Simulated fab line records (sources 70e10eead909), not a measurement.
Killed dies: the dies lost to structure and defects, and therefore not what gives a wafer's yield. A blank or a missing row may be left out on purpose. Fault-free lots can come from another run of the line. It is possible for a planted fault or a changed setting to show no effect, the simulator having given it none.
fab line records	flow nand_harc
[record] lots = 24	wafers = 72	last_day = 26
route steps=1159 shown A_CONTACT@866
lots with no fault: from the same line, run without faults
start_h: start of the lot's first displayed wafer, in hours after the record's first day	wait_h: time in hours since the lot's previous step	" as in the row above	L1.1+2: a row that stands for several wafers	- either no value or no given start	* or withheld: withheld	< > ~ a bound
route shown NAME@n: a module of which the file shows steps, and the number in the route of the first	usual: mean and standard deviation over wafers with no fault	same: alike in all rows	chamber/n: place in a boat	sites: each site's reading	_std_site: how widely they spread, as a standard deviation	_edge_site: mean of outer sites minus mean of inner sites	radius_mm: for every site, how far away it sits from the centre of the wafer	mask NAME#n: copy n	behind: the tool/chamber that last shaped the wafer	hold: cause of the lot's hold/its duration in hours/its outcome	device: whichever transistor did not switch (one of n, p or np)	end of line: at the end of the route, the tests of the same wafers	a step given without rows: its recipe and nothing more	killed: dies that structure and defects cost at the first sort, which is not the same as the wafer's yield	map: per-die view of a wafer (x killed, . not killed, _ where there is no die)
set.NAME: setting as actually run; set.NAME@STEP: the setting as run at that earlier step	model.NAME: the simulator's own value behind a step, which no gauge read
a sample of lots followed through the steps of the route, with each step as a table and each wafer as a row
services: a tool's chamber out of use, with start hour (start_h, from the record's first day; less than 0 if before it), hours out, and reason
[[steps]]
[step NHARC_A_CONTACT_ETCH_115]
[recipe] source_w = withheld	pressure_mtorr = 20	bias_v = 3000	time_s = 94	target_depth_a = 9220	ar_flow_sccm = withheld	c4f8_flow_sccm = withheld	o2_flow_sccm = withheld	chemistry = C4F8/O2/Ar
[usual] oes_air_line_au = 0.996/0.02
lot.wafer	tool	chamber	start_h	wait_h	oes_air_line_au	rf_hours_counter_h
L076.2	har_cap_etch-02	1	375.59	0.1	1.001	11
L076.1	"	0	"	"	1.019	11
L076.4	"	1	"	"	0.977	-
L075.4	har_cap_etch-01	1	376.43	0.1	0.984	-
L075.3	"	0	"	"	1.002	-
L075.6	"	0	"	"	0.981	-
L077.2	har_cap_etch-02	0	381.90	0.1	0.986	12
L077.1	"	1	"	"	0.956	12
L077.3	"	1	"	"	0.990	-
L074.2	har_cap_etch-03	0	383.91	0.1	0.976	83
L074.5	"	0	"	"	0.945	-
L074.6	"	1	"	"	1.027	-
L078.2	har_cap_etch-01	0	385.33	0.1	0.999	59
L078.4	"	0	"	"	0.969	-
L078.6	"	1	"	"	1.013	-
L079.1	har_cap_etch-03	1	389.31	0.1	1.004	84
L079.2	"	0	"	"	1.024	84
L079.4	"	0	"	"	0.993	-
L081.4	har_cap_etch-03	0	416.77	0.1	0.987	-
L081.3	"	1	"	"	1.011	-
L081.6	"	1	"	"	0.991	-
L082.1	har_cap_etch-02	1	417.26	0.1	1.003	17
L082.2	"	0	"	"	0.988	17
L082.3	"	1	"	"	0.996	-
L080.2	har_cap_etch-03	1	433.15	0.1	1.025	89
L080.1	"	0	"	"	1.020	89
L080.4	"	0	"	"	0.980	-
L083.4	har_cap_etch-02	1	434.29	0.1	1.010	-
L083.5	"	0	"	"	0.976	-
L083.6	"	1	"	"	1.014	-
L084.2	har_cap_etch-02	1	437.92	0.1	0.998	20
L084.3	"	1	"	"	0.982	-
L084.5	"	1	"	"	0.969	-
L088.1	har_cap_etch-01	1	439.02	0.1	0.994	67
L088.5	"	1	"	"	1.026	-
L088.6	"	0	"	"	0.988	-
L085.4	har_cap_etch-03	1	439.73	0.1	1.011	-
L085.6	"	1	"	"	0.976	-
L085.5	"	0	"	"	0.996	-
L086.2	har_cap_etch-02	1	445.44	0.1	1.006	22
L086.3	"	0	"	"	1.027	-
L086.5	"	1	"	"	0.967	-
L090.3	har_cap_etch-03	0	457.38	0.1	0.978	-
L090.4	"	1	"	"	0.997	-
L090.5	"	1	"	"	0.985	-
L089.2	har_cap_etch-01	1	457.77	0.1	1.003	72
L089.3	"	0	"	"	1.011	-
L089.5	"	1	"	"	1.006	-
L087.3	har_cap_etch-03	1	464.61	0.1	0.991	-
L087.4	"	0	"	"	0.985	-
L087.5	"	1	"	"	0.951	-
L092.1	har_cap_etch-02	0	465.92	0.1	1.019	27
L092.5	"	0	"	"	0.980	-
L092.6	"	1	"	"	0.982	-
L093.1	har_cap_etch-01	0	468.62	0.1	0.988	74
L093.3	"	1	"	"	0.984	-
L093.5	"	1	"	"	0.977	-
L091.1	har_cap_etch-01	0	472.64	0.1	1.025	76
L091.2	"	1	"	"	0.998	76
L091.5	"	1	"	"	1.027	-
L095.2	har_cap_etch-01	0	495.31	0.1	0.998	78
L095.1	"	1	"	"	1.016	78
L095.5	"	1	"	"	1.003	-
L094.3	har_cap_etch-03	1	498.61	0.1	0.974	-
L094.4	"	0	"	"	0.974	-
L094.5	"	0	"	"	0.973	-
L096.1	har_cap_etch-02	0	501.98	0.1	0.961	33
L096.2	"	1	"	"	0.979	33
L096.3	"	0	"	"	0.976	-
L097.2	har_cap_etch-02	0	511.85	0.1	0.993	37
L097.3	"	1	"	"	0.983	-
L097.6	"	1	"	"	0.999	-
[step NHARC_A_CONTACT_ETCH_122]
[recipe] source_w = withheld	pressure_mtorr = 20	bias_v = 3000	time_s = 95	target_depth_a = 9300	ar_flow_sccm = withheld	c4f8_flow_sccm = withheld	o2_flow_sccm = withheld	chemistry = C4F8/O2/Ar
[usual] oes_air_line_au = 1.000/0.021
lot.wafer	tool	chamber	start_h	wait_h	oes_air_line_au	rf_hours_counter_h
L076.2	har_cap_etch-02	1	376.23	0.1	0.980	11
L076.1	"	0	"	"	1.004	11
L076.4	"	1	"	"	1.013	-
L075.4	har_cap_etch-01	1	377.07	0.1	0.983	-
L075.3	"	0	"	"	1.000	-
L075.6	"	0	"	"	0.996	-
L077.2	har_cap_etch-02	0	382.54	0.1	1.004	13
L077.1	"	1	"	"	0.996	13
L077.3	"	1	"	"	1.011	-
L074.2	har_cap_etch-03	0	384.55	0.1	1.031	83
L074.5	"	0	"	"	1.000	-
L074.6	"	1	"	"	0.974	-
L078.2	har_cap_etch-01	0	385.97	0.1	0.978	59
L078.4	"	0	"	"	0.951	-
L078.6	"	1	"	"	1.026	-
L079.1	har_cap_etch-03	1	389.94	0.1	0.994	84
L079.2	"	0	"	"	1.029	84
L079.4	"	0	"	"	0.991	-
L081.4	har_cap_etch-03	0	417.62	0.1	0.972	-
L081.3	"	1	"	"	1.004	-
L081.6	"	1	"	"	0.992	-
L082.1	har_cap_etch-02	1	417.90	0.1	0.977	18
L082.2	"	0	"	"	0.996	18
L082.3	"	1	"	"	0.976	-
L080.2	har_cap_etch-03	1	433.79	0.1	0.971	90
L080.1	"	0	"	"	1.007	90
L080.4	"	0	"	"	1.011	-
L083.4	har_cap_etch-02	1	435.14	0.1	1.035	-
L083.5	"	0	"	"	1.020	-
L083.6	"	1	"	"	1.032	-
L084.2	har_cap_etch-02	1	438.56	0.1	1.011	20
L084.3	"	1	"	"	0.964	-
L084.5	"	1	"	"	0.990	-
L088.1	har_cap_etch-01	1	439.66	0.1	1.039	67
L088.5	"	1	"	"	0.990	-
L088.6	"	0	"	"	1.004	-
L085.4	har_cap_etch-03	1	440.36	0.1	0.997	-
L085.6	"	1	"	"	1.004	-
L085.5	"	0	"	"	0.984	-
L086.2	har_cap_etch-02	1	446.08	0.1	1.017	23
L086.3	"	0	"	"	0.972	-
L086.5	"	1	"	"	1.005	-
L090.3	har_cap_etch-03	0	458.01	0.1	1.003	-
L090.4	"	1	"	"	1.008	-
L090.5	"	1	"	"	1.012	-
L089.2	har_cap_etch-01	1	458.41	0.1	1.010	72
L089.3	"	0	"	"	0.999	-
L089.5	"	1	"	"	0.981	-
L087.3	har_cap_etch-03	1	465.25	0.1	0.999	-
L087.4	"	0	"	"	0.988	-
L087.5	"	1	"	"	1.032	-
L092.1	har_cap_etch-02	0	466.55	0.1	0.959	28
L092.5	"	0	"	"	0.992	-
L092.6	"	1	"	"	0.965	-
L093.1	har_cap_etch-01	0	469.26	0.1	1.031	75
L093.3	"	1	"	"	0.997	-
L093.5	"	1	"	"	0.992	-
L091.1	har_cap_etch-01	0	473.28	0.1	1.008	76
L091.2	"	1	"	"	0.954	76
L091.5	"	1	"	"	0.974	-
L095.2	har_cap_etch-01	0	495.94	0.1	0.964	79
L095.1	"	1	"	"	0.992	79
L095.5	"	1	"	"	0.983	-
L094.3	har_cap_etch-03	1	499.25	0.1	1.002	-
L094.4	"	0	"	"	0.995	-
L094.5	"	0	"	"	1.014	-
L096.1	har_cap_etch-02	0	502.61	0.1	0.995	34
L096.2	"	1	"	"	1.026	34
L096.3	"	0	"	"	0.993	-
L097.2	har_cap_etch-02	0	512.48	0.1	0.967	37
L097.3	"	1	"	"	0.988	-
L097.6	"	1	"	"	1.011	-
[step NHARC_A_CONTACT_ETCH_96]
[recipe] target_depth_a = 200	over_etch_frac = 0.5	time_s = 10	ion_energy_ev = 250	c4f6_flow_sccm = 25	o2_flow_sccm = 20	ar_flow_sccm = 500	rf_w = 600	bias_w = 500	chemistry = C4F6/O2
[usual] drypump_motor_current_A = 5.8/0.49	oes_product_au = 0.967/0.024	rf_vpp_V = 547.5/3	showerhead_plenum_p_Torr = 3.95/0.13	throttle_valve_pct = 26.903/0.0092
lot.wafer	tool	chamber	start_h	wait_h	drypump_motor_current_A	oes_product_au	rf_hours_counter_h	rf_vpp_V	showerhead_plenum_p_Torr	throttle_valve_pct
L076.4	rie_diel-06	1	-	-	6.0	0.950	27	547.5	3.99	26.911
L076.2	"	3	"	"	6.4	0.945	27	544.4	3.78	26.898
L076.1	"	0	"	"	4.9	0.961	27	542.7	3.75	26.898
L075.3	rie_diel-06	0	-	-	4.9	0.948	27	544.0	3.75	26.910
L075.4	"	3	"	"	6.3	0.948	27	544.0	3.78	26.913
L075.6	"	0	"	"	4.9	0.957	-	542.5	3.75	26.892
L077.1	rie_diel-06	3	-	-	6.4	0.961	30	545.5	3.78	26.910
L077.3	"	0	"	"	4.9	0.963	29	542.3	3.75	26.910
L077.2	"	1	"	"	6.0	0.962	28	548.9	3.99	26.905
L074.2	rie_diel-06	2	-	-	5.8	0.953	32	551.3	4.12	26.906
L074.6	"	1	"	"	6.0	0.955	-	546.7	3.99	26.898
L074.5	"	2	"	"	5.8	0.950	-	550.1	4.12	26.892
L078.2	rie_diel-13	3	-	-	5.0	0.991	42	550.1	4.06	26.893
L078.4	"	0	"	"	6.1	0.955	40	542.7	3.65	26.905
L078.6	"	2	"	"	5.9	0.960	-	549.4	4.02	26.914
L079.2	rie_diel-13	1	-	-	6.4	0.969	40	548.1	3.93	26.900
L079.1	"	2	"	"	5.9	0.959	43	548.0	4.02	26.918
L079.4	"	0	"	"	6.1	0.953	41	540.6	3.65	26.894
L081.3	rie_diel-13	1	-	-	6.4	0.925	50	547.2	3.92	26.891
L081.4	"	0	"	"	6.1	0.935	51	541.3	3.65	26.897
L081.6	"	2	"	"	6.0	0.926	-	549.2	4.01	26.906
L082.3	rie_diel-09	1	-	-	5.8	0.945	61	549.0	4.00	26.892
L082.2	"	2	"	"	5.7	0.939	52	548.4	3.96	26.913
L082.1	"	3	"	"	4.8	0.936	54	547.0	3.94	26.887
L080.2	rie_diel-06	2	434.72	0.1	5.8	0.960	2	550.6	4.12	26.914
L080.1	"	3	"	"	6.4	0.983	1	544.3	3.78	26.910
L080.4	"	1	"	"	6.0	0.968	-	548.2	3.98	26.898
L083.4	rie_diel-13	3	-	-	5.1	0.971	59	550.7	4.05	26.909
L083.6	"	1	"	"	6.4	0.933	-	545.6	3.92	26.905
L083.5	"	2	"	"	6.0	0.945	-	549.8	4.01	26.916
L084.3	rie_diel-06	1	439.41	0.1	6.0	1.011	3	548.0	3.98	26.894
L084.2	"	3	"	"	6.3	1.014	3	544.5	3.78	26.906
L084.5	"	1	"	"	6.0	0.994	-	547.3	3.98	26.888
L088.1	rie_diel-06	3	440.52	0.1	6.3	1.015	4	544.3	3.78	26.907
L088.5	"	2	"	"	5.8	0.994	-	550.0	4.11	26.924
L088.6	"	1	"	"	6.0	1.001	-	546.7	3.98	26.903
L085.4	rie_diel-09	1	-	-	5.8	1.000	0	548.8	4.00	26.904
L085.6	"	0	"	"	5.7	0.986	-	548.4	4.07	26.893
L085.5	"	1	"	"	5.8	0.987	-	548.9	4.00	26.908
L086.3	rie_diel-09	3	-	-	4.8	0.980	5	547.7	3.94	26.907
L086.2	"	1	"	"	5.7	0.992	3	548.4	4.00	26.901
L086.5	"	2	"	"	5.7	0.980	-	547.6	3.96	26.900
L090.3	rie_diel-06	2	-	-	5.8	0.954	9	550.0	4.11	26.894
L090.4	"	1	"	"	6.0	0.946	8	548.5	3.98	26.903
L090.5	"	3	"	"	6.3	0.971	-	542.1	3.77	26.901
L089.2	rie_diel-06	0	-	-	5.0	1.003	3	543.6	3.75	26.899
L089.3	"	1	"	"	6.0	1.012	8	548.2	3.98	26.905
L089.5	"	1	"	"	6.0	0.994	-	547.2	3.98	26.912
L087.4	rie_diel-06	1	-	-	6.0	0.944	10	546.5	3.98	26.912
L087.3	"	3	"	"	6.3	0.965	10	544.2	3.77	26.904
L087.5	"	2	"	"	5.8	0.938	-	549.8	4.11	26.911
L092.1	rie_diel-06	2	-	-	5.7	0.958	10	550.9	4.11	26.901
L092.6	"	2	"	"	5.8	0.955	-	553.4	4.11	26.911
L092.5	"	3	"	"	6.4	0.972	-	543.5	3.77	26.895
L093.3	rie_diel-09	0	-	-	5.7	0.987	13	550.3	4.06	26.903
L093.1	"	1	"	"	5.7	0.985	12	548.0	3.99	26.898
L093.5	"	0	"	"	5.6	0.993	-	549.9	4.06	26.896
L091.1	rie_diel-13	2	-	-	6.0	0.999	4	549.4	4.00	26.902
L091.2	"	3	"	"	5.0	1.001	4	549.4	4.04	26.886
L091.5	"	2	"	"	6.0	0.999	-	549.2	4.00	26.915
L095.1	rie_diel-06	1	-	-	6.0	0.963	15	548.3	3.97	26.913
L095.2	"	3	"	"	6.4	0.968	15	543.1	3.77	26.905
L095.5	"	0	"	"	4.9	0.962	-	544.6	3.74	26.895
L094.4	rie_diel-09	3	-	-	4.8	0.962	22	546.4	3.92	26.904
L094.3	"	0	"	"	5.7	0.956	22	550.3	4.06	26.922
L094.5	"	1	"	"	5.8	0.940	-	549.1	3.99	26.893
L096.1	rie_diel-06	0	-	-	4.9	0.966	11	543.6	3.74	26.909
L096.3	"	1	"	"	6.0	0.977	15	547.1	3.97	26.894
L096.2	"	2	"	"	5.8	0.942	16	552.4	4.11	26.902
L097.2	rie_diel-09	1	-	-	5.8	0.935	28	548.3	3.99	26.886
L097.3	"	3	"	"	4.8	0.933	29	545.8	3.92	26.896
L097.6	"	0	"	"	5.7	0.945	-	549.6	4.05	26.909
[step NHARC_A_CONTACT_DEP_57]
[recipe] target_thk_a = 28000	temp_c = 400	material = aC
[usual] throttle_valve_pct = 35.000/0.0087
lot.wafer	tool	chamber	start_h	wait_h	throttle_valve_pct
L076.1	acl_dep-02	0	379.09	-	35.005
L076.2	"	0	"	"	34.989
L076.4	"	0	"	"	34.982
L075.3	acl_dep-02	0	381.38	-	34.990
L075.4	"	0	"	"	35.000
L075.6	"	0	"	"	35.009
L077.1	acl_dep-03	0	385.81	-	35.003
L077.2	"	0	"	"	34.990
L077.3	"	0	"	"	35.002
L074.2	acl_dep-01	0	387.17	-	34.993
L074.5	"	0	"	"	35.008
L074.6	"	0	"	"	35.004
L078.2	acl_dep-02	0	390.07	-	35.007
L078.4	"	0	"	"	34.985
L078.6	"	0	"	"	34.996
L079.1	acl_dep-01	0	392.48	-	35.000
L079.2	"	0	"	"	34.998
L079.4	"	0	"	"	35.006
L082.1	acl_dep-03	0	425.36	-	35.001
L082.2	"	0	"	"	35.014
L082.3	"	0	"	"	34.994
L081.3	acl_dep-02	0	425.88	-	34.995
L081.4	"	0	"	"	34.998
L081.6	"	0	"	"	35.010
L080.1	acl_dep-02	0	435.88	-	35.009
L080.2	"	0	"	"	35.012
L080.4	"	0	"	"	35.012
L083.4	acl_dep-02	0	440.42	-	35.006
L083.5	"	0	"	"	35.003
L083.6	"	0	"	"	34.996
L084.2	acl_dep-03	0	441.63	-	34.999
L084.3	"	0	"	"	35.007
L084.5	"	0	"	"	35.012
L088.1	acl_dep-01	0	442.39	-	34.992
L088.5	"	0	443.54	-	35.002
L088.6	"	0	"	"	34.994
L085.4	acl_dep-03	0	443.93	-	35.001
L085.5	"	0	"	"	35.005
L085.6	"	0	"	"	35.003
L086.2	acl_dep-01	0	448.75	-	34.997
L086.3	"	0	"	"	34.982
L086.5	"	0	"	"	34.993
L090.3	acl_dep-01	0	461.10	-	35.000
L090.4	"	0	"	"	35.006
L090.5	"	0	"	"	34.998
L089.2	acl_dep-01	0	462.54	-	34.995
L089.3	"	0	"	"	35.006
L089.5	"	0	"	"	35.001
L087.3	acl_dep-01	0	467.64	-	35.000
L087.4	"	0	"	"	35.005
L087.5	"	0	"	"	35.020
L092.1	acl_dep-01	0	470.71	-	35.003
L092.5	"	0	471.87	-	35.016
L092.6	"	0	"	"	35.003
L093.1	acl_dep-02	0	474.16	-	35.017
L093.3	"	0	"	"	35.006
L093.5	"	0	"	"	34.998
L091.1	acl_dep-03	0	475.24	-	34.985
L091.2	"	0	"	"	35.004
L091.5	"	0	"	"	35.011
L095.1	acl_dep-02	0	498.40	-	35.002
L095.2	"	0	"	"	35.006
L095.5	"	0	"	"	34.993
L094.3	acl_dep-02	0	502.07	-	34.993
L094.4	"	0	"	"	35.003
L094.5	"	0	"	"	34.995
L096.1	acl_dep-03	0	504.59	-	35.008
L096.2	"	0	"	"	35.005
L096.3	"	0	"	"	34.991
L097.2	acl_dep-03	0	514.71	-	34.988
L097.3	"	0	"	"	34.995
L097.6	"	0	"	"	34.992
[step NHARC_A_CONTACT_CD_MEAS_69]
[recipe] target_cd_nm = 200	landing_energy_ev = 500
[usual] cd_nm = 200.3/0.66
lot.wafer	tool	chamber	start_h	wait_h	cd_nm
L076.1	cd_sem-03	0	381.58	-	200.0
L076.2	"	0	"	"	200.4
L076.4	"	0	"	"	200.1
L075.3	cd_sem-01	0	383.46	-	200.5
L075.4	"	0	"	"	201.1
L075.6	"	0	"	"	200.4
L077.1	cd_sem-01	0	388.27	-	199.6
L077.2	"	0	"	"	199.5
L077.3	"	0	"	"	199.3
L074.2	cd_sem-03	0	389.33	-	201.2
L074.5	"	0	"	"	200.0
L074.6	"	0	"	"	200.1
L078.2	cd_sem-02	0	392.25	-	200.0
L078.4	"	0	"	"	201.2
L078.6	"	0	"	"	201.2
L079.1	cd_sem-02	0	394.93	-	199.1
L079.2	"	0	"	"	200.2
L079.4	"	0	"	"	200.5
L081.3	cd_sem-01	0	428.03	-	201.1
L081.4	"	0	"	"	200.3
L081.6	"	0	"	"	199.7
L082.1	cd_sem-01	0	432.14	-	200.1
L082.2	"	0	"	"	199.7
L082.3	"	0	"	"	200.2
L080.1	cd_sem-02	0	438.36	-	200.2
L080.2	"	0	"	"	200.2
L080.4	"	0	"	"	200.4
L083.4	cd_sem-01	0	441.91	-	199.0
L083.5	"	0	"	"	199.9
L083.6	"	0	"	"	200.5
L084.2	cd_sem-03	0	443.70	-	200.5
L084.3	"	0	"	"	200.5
L084.5	"	0	"	"	201.1
L088.1	cd_sem-02	0	444.73	-	200.5
L088.5	"	0	"	"	199.3
L088.6	"	0	"	"	200.3
L085.4	cd_sem-01	0	445.43	-	201.1
L085.5	"	0	"	"	199.9
L085.6	"	0	"	"	201.0
L086.2	cd_sem-01	0	450.93	-	200.3
L086.3	"	0	"	"	201.0
L086.5	"	0	"	"	200.7
L090.3	cd_sem-03	0	463.02	-	200.0
L090.4	"	0	"	"	200.1
L090.5	"	0	"	"	200.1
L089.2	cd_sem-02	0	464.59	-	200.9
L089.3	"	0	"	"	201.4
L089.5	"	0	"	"	201.6
L087.3	cd_sem-01	0	469.42	-	200.0
L087.4	"	0	"	"	200.2
L087.5	"	0	"	"	200.8
L092.1	cd_sem-02	0	473.20	-	200.7
L092.5	"	0	"	"	200.8
L092.6	"	0	"	"	201.3
L093.1	cd_sem-03	0	476.71	-	200.5
L093.3	"	0	"	"	200.9
L093.5	"	0	"	"	199.6
L091.1	cd_sem-02	0	477.61	-	200.8
L091.2	"	0	"	"	200.9
L091.5	"	0	"	"	201.0
L095.1	cd_sem-02	0	500.87	-	201.3
L095.2	"	0	"	"	201.1
L095.5	"	0	"	"	200.5
L094.3	cd_sem-01	0	503.84	-	199.7
L094.4	"	0	"	"	199.7
L094.5	"	0	"	"	199.5
L096.1	cd_sem-03	0	506.93	-	200.1
L096.2	"	0	"	"	199.8
L096.3	"	0	"	"	200.2
L097.2	cd_sem-03	0	516.92	-	202.3
L097.3	"	0	"	"	201.5
L097.6	"	0	"	"	200.7
[step NHARC_A_CONTACT_ETCH_76]
[recipe] target_depth_a = 2600	over_etch_frac = 0.3	time_s = 475.3	ion_energy_ev = 200	n2_flow_sccm = 150	h2_flow_sccm = 150	ar_flow_sccm = 0	rf_w = 400	bias_w = 150	chemistry = N2/H2
[usual] drypump_motor_current_A = 5.8/0.51	oes_product_au = 0.993/0.01	rf_vpp_V = 431.1/2.2	showerhead_plenum_p_Torr = 2.06/0.079	throttle_valve_pct = 14.169/0.0086
lot.wafer	tool	chamber	start_h	wait_h	drypump_motor_current_A	oes_product_au	rf_hours_counter_h	rf_vpp_V	showerhead_plenum_p_Torr	throttle_valve_pct
L076.2	rie_diel-13	1	-	-	6.4	1.008	35	431.8	2.04	14.163
L076.1	"	2	"	"	6.0	0.989	38	432.4	2.10	14.154
L076.4	"	3	"	"	5.0	1.012	39	432.1	2.12	14.172
L075.4	rie_diel-13	3	-	-	5.0	1.011	40	431.4	2.12	14.163
L075.3	"	0	"	"	6.1	0.990	37	426.9	1.88	14.179
L075.6	"	1	"	"	6.4	0.997	-	430.7	2.04	14.157
L077.3	rie_diel-06	2	-	-	5.7	0.994	32	433.3	2.16	14.149
L077.2	"	3	"	"	6.3	1.007	31	427.8	1.96	14.177
L077.1	"	1	"	"	6.0	1.007	30	430.8	2.08	14.162
L074.2	rie_diel-13	3	-	-	5.0	1.012	43	432.2	2.12	14.168
L074.5	"	1	"	"	6.4	1.001	-	432.6	2.04	14.181
L074.6	"	2	"	"	6.0	0.992	-	433.0	2.10	14.187
L078.2	rie_diel-09	3	-	-	4.8	0.994	47	429.5	2.05	14.171
L078.4	"	2	"	"	5.7	1.000	-	431.4	2.07	14.167
L078.6	"	3	"	"	4.8	0.996	-	431.5	2.05	14.170
L079.1	rie_diel-13	1	-	-	6.4	0.996	42	431.5	2.04	14.165
L079.4	"	2	"	"	6.0	0.980	45	432.0	2.09	14.175
L079.2	"	0	"	"	6.1	0.986	42	424.8	1.88	14.178
L081.3	rie_diel-13	0	-	-	6.1	0.992	54	426.0	1.88	14.173
L081.4	"	1	"	"	6.4	0.996	53	431.0	2.04	14.163
L081.6	"	1	"	"	6.4	0.992	-	428.9	2.04	14.165
L082.2	rie_diel-06	1	-	-	6.0	1.002	1	430.6	2.07	14.183
L082.3	"	2	"	"	5.8	0.985	1	432.9	2.15	14.162
L082.1	"	3	"	"	6.3	1.014	1	429.0	1.95	14.173
L080.1	rie_diel-13	3	-	-	5.0	1.003	61	431.0	2.11	14.171
L080.2	"	0	"	"	6.1	0.993	58	425.4	1.87	14.168
L080.4	"	1	"	"	6.4	0.985	58	428.8	2.04	14.158
L083.4	rie_diel-09	3	-	-	4.8	0.981	0	430.7	2.05	14.166
L083.5	"	1	"	"	5.8	0.997	-	431.8	2.09	14.161
L083.6	"	2	"	"	5.7	0.976	-	432.1	2.06	14.171
L084.3	rie_diel-06	1	-	-	6.0	1.005	5	431.1	2.07	14.162
L084.2	"	3	"	"	6.3	1.009	5	429.0	1.95	14.159
L084.5	"	2	"	"	5.8	0.993	-	434.3	2.15	14.168
L088.1	rie_diel-09	2	-	-	5.7	0.982	3	431.3	2.06	14.181
L088.5	"	3	"	"	4.8	0.993	-	431.4	2.05	14.177
L088.6	"	0	"	"	5.7	0.985	-	432.1	2.13	14.169
L085.4	rie_diel-09	2	-	-	5.8	0.982	4	432.4	2.06	14.180
L085.5	"	2	"	"	5.8	0.979	-	431.7	2.06	14.171
L085.6	"	3	"	"	4.7	0.986	-	431.7	2.05	14.175
L086.2	rie_diel-13	3	-	-	5.0	1.006	69	431.4	2.11	14.156
L086.3	"	1	"	"	6.5	0.987	65	430.3	2.03	14.168
L086.5	"	2	"	"	6.0	0.980	-	431.7	2.09	14.176
L090.4	rie_diel-13	1	-	-	6.4	0.976	0	430.5	2.03	14.166
L090.3	"	3	"	"	5.0	0.992	0	432.4	2.11	14.161
L090.5	"	1	"	"	6.4	0.989	-	429.9	2.03	14.159
L089.3	rie_diel-13	3	-	-	5.0	1.001	1	431.4	2.11	14.186
L089.2	"	1	"	"	6.4	0.986	1	429.9	2.03	14.161
L089.5	"	3	"	"	5.0	1.001	-	431.3	2.11	14.165
L087.3	rie_diel-06	3	-	-	6.3	1.014	11	427.2	1.95	14.172
L087.4	"	2	"	"	5.8	0.987	11	434.0	2.15	14.174
L087.5	"	0	"	"	4.9	1.000	-	428.3	1.93	14.169
L092.1	rie_diel-06	1	-	-	6.0	1.002	12	430.0	2.07	14.179
L092.6	"	3	"	"	6.3	1.019	-	429.7	1.95	14.184
L092.5	"	0	"	"	4.9	0.996	-	428.1	1.93	14.171
L093.1	rie_diel-09	2	-	-	5.7	0.983	16	431.2	2.06	14.165
L093.3	"	3	"	"	4.8	0.991	16	430.4	2.04	14.159
L093.5	"	1	"	"	5.8	0.994	-	431.5	2.08	14.162
L091.2	rie_diel-13	3	-	-	5.0	1.002	5	433.2	2.11	14.167
L091.1	"	1	"	"	6.4	0.995	8	430.6	2.03	14.160
L091.5	"	3	"	"	5.0	0.995	-	431.7	2.11	14.152
L095.1	rie_diel-13	1	-	-	6.4	0.988	15	431.2	2.03	14.168
L095.2	"	3	"	"	5.0	1.000	11	431.8	2.10	14.157
L095.5	"	1	"	"	6.4	0.981	-	430.6	2.03	14.161
L094.4	rie_diel-13	3	-	-	5.0	0.989	12	431.0	2.10	14.156
L094.3	"	1	"	"	6.4	0.986	17	430.5	2.03	14.166
L094.5	"	3	"	"	5.0	0.989	-	432.0	2.10	14.170
L096.2	rie_diel-09	0	-	-	5.6	0.991	24	433.6	2.12	14.150
L096.1	"	2	"	"	5.8	0.995	24	431.8	2.05	14.153
L096.3	"	3	"	"	4.8	0.990	25	431.5	2.04	14.179
L097.3	rie_diel-09	3	-	-	4.8	1.002	30	429.7	2.04	14.166
L097.2	"	1	"	"	5.8	0.995	29	430.5	2.08	14.163
L097.6	"	2	"	"	5.7	0.980	-	431.5	2.05	14.175
[[services]]
tool	chamber	start_h	hours	kind
rie_diel-09	0	353.62	40.8	repair
rie_diel-09	2	354.77	10.6	repair
rie_diel-09	2	366.19	2.7	repair
rie_diel-06	0	372.83	-	clean
rie_diel-06	1	372.83	-	clean
rie_diel-06	2	372.83	-	clean
rie_diel-06	3	372.83	-	clean
rie_diel-06	0	397.33	-	clean
rie_diel-06	1	397.33	-	clean
rie_diel-06	2	397.33	-	clean
rie_diel-06	3	397.33	-	clean
acl_dep-03	-	406.75	13.0	pm
acl_dep-01	-	416.95	16.5	repair
rie_diel-06	-	418.23	9.0	pm
rie_diel-06	0	418.23	9.0	vent_cycle
rie_diel-06	1	418.23	9.0	vent_cycle
rie_diel-09	-	431.95	9.0	pm
rie_diel-06	0	432.23	13.8	repair
har_cap_etch-01	-	437.29	0.6	repair
rie_diel-13	0	441.82	5.4	repair
rie_diel-13	-	453.17	9.0	pm
acl_dep-01	-	474.48	13.0	pm
har_cap_etch-01	-	488.54	0.7	repair
har_cap_etch-03	-	507.73	34.0	repair
[[key]]
fault none
